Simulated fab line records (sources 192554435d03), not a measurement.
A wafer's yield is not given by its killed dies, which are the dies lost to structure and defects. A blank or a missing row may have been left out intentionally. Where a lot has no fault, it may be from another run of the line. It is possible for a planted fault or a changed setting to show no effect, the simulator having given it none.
fab line records | flow n5_finfet
[record] lots = 11 wafers = 32 last_day = 16
route steps=1938 shown ILD0@341 SDB@356 HKMG_FIN@392 BEOL_M4@1111
lots with no fault: from the same line, run without faults
start_h: hours from the record's first day to the start of the lot's first wafer shown | wait_h: how many hours have passed since the lot's step before this one | " repeats the value in the row above | L1.1+2: a single row standing in for several wafers | - no value present, or no start provided | * or withheld: withheld | < > ~ a bound
route shown NAME@n: NAME is a module with steps in the file, n the number in the route of the first one | usual: the fault-free wafers' mean and standard deviation | same: alike in all rows | chamber/n: place in a boat | sites: per-site readings | _std_site: how widely they spread, as a standard deviation | _edge_site: mean of outer sites minus mean of inner sites | radius_mm: how far each site lies from the wafer's centre | mask NAME#n: copy n | behind: tool/chamber where the wafer was last shaped | hold: the reason the lot was held/the length of the hold in hours/how it ended | device: whichever transistor did not switch (one of n, p or np) | end of line: the same wafers' tests at the end of the route | where a step has no rows: the recipe by itself | killed: the dies lost at the first sort to structure and to defects; this is not the yield of the wafer | map: the dies of a wafer, with x for killed, . for not killed, _ for no die there
set.NAME: setting as actually run; set.NAME@STEP: the setting as run at that earlier step | model.NAME: the simulator's own value behind a step, which no gauge read
a sample of lots followed through the steps of the route, with each step as a table and each wafer as a row
services: when a tool's chamber went out of use (start_h, in hours from the record's first day, below 0 if earlier), for how many hours, and the reason
[[steps]]
[step N5_ILD0_THK_MEAS_08]
[usual] thk_nm = 138.4/1.1
// columns lot.wafer tool chamber start_h wait_h thk_nm
L403.1 film_metro-01 - 67.87 - 139.9
L403.4 " - " " 139.0
L403.6 " - " " 139.1
L404.2 film_metro-01 - 72.62 - 137.1
L404.3 " - " " 138.4
L404.5 " - " " 140.7
L405.2 film_metro-02 - 80.02 - 138.2
L405.4 " - " " 137.1
L405.5 " - " " 138.0
L406.2 film_metro-02 - 85.75 - 136.7
L406.5 " - " " 137.6
L406.6 " - " " 136.6
L407.2 film_metro-01 - 93.48 - 139.5
L407.4 " - " " 137.9
L407.6 " - " " 138.4
L408.5 film_metro-02 - 102.27 - 135.9
L408.6 " - " " 136.9
L409.3 film_metro-02 - 106.46 - 138.8
L409.5 " - " " 137.6
L409.6 " - " " 138.8
L418.1 film_metro-01 - 156.28 - 136.9
L418.2 " - " " 137.3
L418.3 " - " " 139.0
L420.4 film_metro-02 - 167.45 - 138.0
L420.5 " - " " 138.4
L420.6 " - " " 138.1
L422.3 film_metro-01 - 185.22 - 139.4
L422.4 " - " " 139.7
L422.6 " - " " 138.4
L423.2 film_metro-01 - 188.09 - 139.6
L423.3 " - " " 136.9
L423.6 " - " " 137.3
[step N5_SDB_CD_MEAS_11]
[recipe] target_cd_nm = 50 landing_energy_ev = 500 detector = se_inlens polarity = opening
[usual] cd_nm = 49.8/1.1
[same] landing_energy_ev = 500
// columns lot.wafer tool chamber start_h wait_h cd_nm
L403.1 cd_sem-01 0 72.01 - 49.4
L403.4 " 0 " " 49.8
L403.6 " 0 " " 50.0
L404.2 cd_sem-03 0 76.35 - 48.5
L404.3 " 0 " " 49.0
L404.5 " 0 " " 49.2
L405.2 cd_sem-01 0 83.75 - 49.9
L405.4 " 0 " " 49.3
L405.5 " 0 " " 49.0
L406.2 cd_sem-02 0 89.74 - 50.1
L406.5 " 0 " " 51.0
L406.6 " 0 " " 49.5
L407.2 cd_sem-01 0 97.22 - 48.3
L407.4 " 0 " " 48.2
L407.6 " 0 " " 50.1
L408.5 cd_sem-01 0 106.00 - 49.0
L408.6 " 0 " " 49.5
L409.3 cd_sem-03 0 110.11 - 51.1
L409.5 " 0 " " 49.8
L409.6 " 0 " " 50.0
L418.1 cd_sem-01 0 160.01 - 49.5
L418.2 " 0 " " 49.5
L418.3 " 0 " " 50.0
L420.4 cd_sem-02 0 171.05 - 49.9
L420.5 " 0 " " 50.4
L420.6 " 0 " " 51.0
L422.3 cd_sem-03 0 191.90 - 50.7
L422.4 " 0 " " 49.8
L422.6 " 0 " " 48.8
L423.2 cd_sem-02 0 191.93 - 49.0
L423.3 " 0 " " 47.3
L423.6 " 0 " " 48.1
[step N5_HKMG_FIN_COAT_43]
[recipe] resist = CAR-ArF spin_rpm = 1500 resist_thk_nm = 90
[usual] spin_speed_rpm = 1499.8/0.82
// columns lot.wafer tool chamber start_h wait_h spin_speed_rpm
L403.1 litho_track-04 0 77.81 - 1501.1
L403.4 " 0 " " 1499.7
L403.6 " 0 " " 1498.3
L404.2 litho_track-02 0 81.65 - 1500.7
L404.3 " 0 " " 1501.2
L404.5 " 0 " " 1501.2
L405.2 litho_track-02 0 88.97 - 1500.2
L405.4 " 0 " " 1499.5
L405.5 " 0 " " 1501.7
L406.2 litho_track-02 0 94.92 - 1500.0
L406.5 " 0 " " 1499.6
L406.6 " 0 " " 1498.5
L407.2 litho_track-03 0 102.93 - 1499.3
L407.4 " 0 " " 1498.7
L407.6 " 0 " " 1499.4
L408.5 litho_track-02 0 112.17 - 1500.3
L408.6 " 0 " " 1500.2
L409.3 litho_track-02 0 115.76 - 1500.3
L409.5 " 0 " " 1500.6
L409.6 " 0 " " 1500.1
L418.1 litho_track-03 0 165.12 - 1499.9
L418.2 " 0 " " 1499.5
L418.3 " 0 " " 1500.8
L420.4 litho_track-04 0 176.47 - 1581.2
L420.5 " 0 " " 1581.3
L420.6 " 0 " " 1582.5
L422.3 litho_track-04 0 197.81 - 1582.6
L422.4 " 0 " " 1581.6
L422.6 " 0 " " 1581.6
L423.2 litho_track-03 0 197.99 - 1499.6
L423.3 " 0 " " 1500.0
L423.6 " 0 " " 1499.9
[step N5_HKMG_FIN_CVD_62]
[recipe] material = a-Si target_thk_a = 30 temp_c = 500 precursor = Si2H6 pressure_torr = 1 time_s = 20.8
[usual] heater_power_w = 1428/180
// columns lot.wafer tool chamber start_h wait_h heater_power_w
L403.1 thermal_cvd_si-02 2 79.99 0.2 1304
L403.4 " 0 " " 1402
L403.6 " 1 " " 1266
L404.2 thermal_cvd_si-01 1 83.70 0.2 1798
L404.3 " 0 " " 1323
L404.5 " 2 " " 1555
L405.2 thermal_cvd_si-02 2 91.15 0.2 1301
L405.4 " 0 " " 1411
L405.5 " 2 " " 1272
L406.2 thermal_cvd_si-01 2 96.97 0.2 1490
L406.5 " 1 " " 1865
L406.6 " 0 " " 1304
L407.2 thermal_cvd_si-02 0 105.45 0.2 1379
L407.4 " 2 " " 1300
L407.6 " 1 " " 1261
L408.5 thermal_cvd_si-01 0 114.40 0.1 1282
L408.6 " 1 " " 1786
L409.3 thermal_cvd_si-02 1 118.21 0.2 1239
L409.5 " 1 " " 1246
L409.6 " 0 " " 1433
L418.1 thermal_cvd_si-01 0 167.32 0.2 1332
L418.2 " 2 " " 1469
L418.3 " 1 " " 1810
L420.4 thermal_cvd_si-01 2 178.70 0.2 1518
L420.5 " 0 " " 1328
L420.6 " 1 " " 1823
L422.3 thermal_cvd_si-01 1 200.21 0.2 1807
L422.4 " 1 " " 1800
L422.6 " 0 " " 1283
L423.2 thermal_cvd_si-02 1 200.61 0.2 1289
L423.3 " 0 " " 1387
L423.6 " 1 " " 1242
[step N5_BEOL_M4_RC_MEAS_101]
[usual] DIBL_N = 35.8/1.5 DIBL_P = 35.9/1.8 IOFF_N = 0.152/0.025 IOFF_P = 0.21/0.031 ION_N = 672/11 ION_P = 462/7.4 SS_N = 71.5/0.52 SS_P = 73.2/0.54 VT_N = 250/3 VT_P = -250/3.3
// columns lot.wafer tool chamber start_h wait_h DIBL_N[mV/V] DIBL_P[mV/V] IOFF_N[nA/um] IOFF_P[nA/um] ION_N[uA/um] ION_P[uA/um] SS_N[mV/dec] SS_P[mV/dec] VT_N[mV] VT_P[mV]
L403.1 prober-01 0 166.18 0.0 35.7 36.5 0.146 0.19 670 454 72.9 72.9 251 -253
L403.4 " 0 " " 38.0 38.4 0.192 0.21 672 457 73.0 73.7 250 -249
L403.6 " 0 " " 37.1 37.1 0.176 0.20 682 455 72.7 73.0 251 -249
L405.2 prober-01 0 178.69 0.2 34.4 31.2 0.096 0.13 655 449 70.5 72.3 261 -260
L405.4 " 0 " " 37.0 34.5 0.137 0.18 672 458 71.1 73.2 253 -254
L405.5 " 0 " " 36.8 34.3 0.137 0.18 669 458 71.2 73.1 251 -255
L404.2 prober-02 0 178.93 0.2 37.5 36.4 0.161 0.23 675 467 71.4 73.3 249 -247
L404.3 " 0 " " 38.5 38.3 0.195 0.27 690 474 72.0 73.9 244 -245
L404.5 " 0 " " 35.5 34.8 0.131 0.20 665 465 71.7 73.3 251 -248
L406.2 prober-01 0 199.76 0.2 33.9 34.8 0.122 0.16 670 457 70.9 72.9 250 -254
L406.5 " 0 " " 34.9 35.9 0.143 0.17 674 452 70.7 73.0 251 -252
L406.6 " 0 " " 34.1 35.4 0.125 0.16 665 459 71.5 72.6 251 -256
L407.2 prober-02 0 202.37 0.2 36.1 34.1 0.143 0.20 678 465 71.3 73.3 251 -249
L407.4 " 0 " " 36.7 34.2 0.153 0.20 659 449 71.6 73.1 249 -247
L407.6 " 0 " " 36.1 35.3 0.155 0.22 664 461 70.4 73.9 248 -247
L409.3 prober-02 0 209.16 0.3 37.0 36.6 0.143 0.19 670 459 71.6 73.8 252 -255
L409.5 " 0 " " 37.5 37.7 0.146 0.19 665 453 71.9 74.1 254 -255
L409.6 " 0 " " 35.0 33.7 0.112 0.14 661 450 71.4 72.9 256 -259
L408.5 prober-02 0 219.01 0.6 36.8 38.6 0.155 0.19 678 459 71.0 73.4 252 -252
L408.6 " 0 " " 37.5 38.5 0.170 0.20 676 463 70.9 73.9 251 -254
L418.1 prober-01 0 263.71 0.0 37.7 38.6 0.218 0.29 700 484 72.0 74.3 244 -243
L418.2 " 0 " " 36.0 35.8 0.172 0.23 676 465 71.6 72.8 245 -248
L418.3 " 0 " " 36.5 38.0 0.196 0.28 706 489 72.4 73.7 245 -243
L420.4 prober-02 0 271.90 0.5 35.5 37.1 0.182 0.24 682 460 71.9 73.3 247 -247
L420.5 " 0 " " 34.3 37.2 0.175 0.24 694 471 71.1 72.5 245 -250
L420.6 " 0 " " 34.1 36.0 0.154 0.21 675 460 71.2 72.7 250 -248
L422.3 prober-01 0 289.49 0.3 34.0 34.4 0.141 0.21 664 463 72.0 73.1 252 -247
L422.4 " 0 " " 33.5 34.2 0.127 0.20 648 457 70.8 72.4 253 -247
L422.6 " 0 " " 34.8 36.0 0.159 0.24 689 473 71.4 73.4 249 -246
L423.2 prober-02 0 300.52 0.2 33.7 34.6 0.135 0.20 662 465 71.3 72.6 251 -249
L423.3 " 0 " " 33.9 34.2 0.133 0.19 664 455 71.8 73.0 253 -251
L423.6 " 0 " " 34.5 34.7 0.145 0.20 653 455 71.4 73.2 254 -252
[[services]]
// columns tool chamber start_h hours kind
thermal_cvd_si-02 - 135.94 2.8 pm
thermal_cvd_si-01 - 171.14 2.5 repair
[[key]]
[first_sign] step = N5_HKMG_FIN_COAT_43 reading = spin_speed_rpm direction = up sigmas = 99+ usual = * struck = *
effect none on later readings
met_at N5_HKMG_FIN_COAT_43
struck_lots L420,L422
not_acting_at N5_ILD0_THK_MEAS_08,N5_SDB_CD_MEAS_11,N5_HKMG_FIN_CVD_62
onset_between 77.81 176.47
[fault] kind = process_parameter_drift tool = litho_track-04 chamber = - onset_h = 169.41 steps = N5_HKMG_FIN_COAT_43 channel = spin_rpm offset = * shape = step end_h = 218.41 acts_in = * stated = *
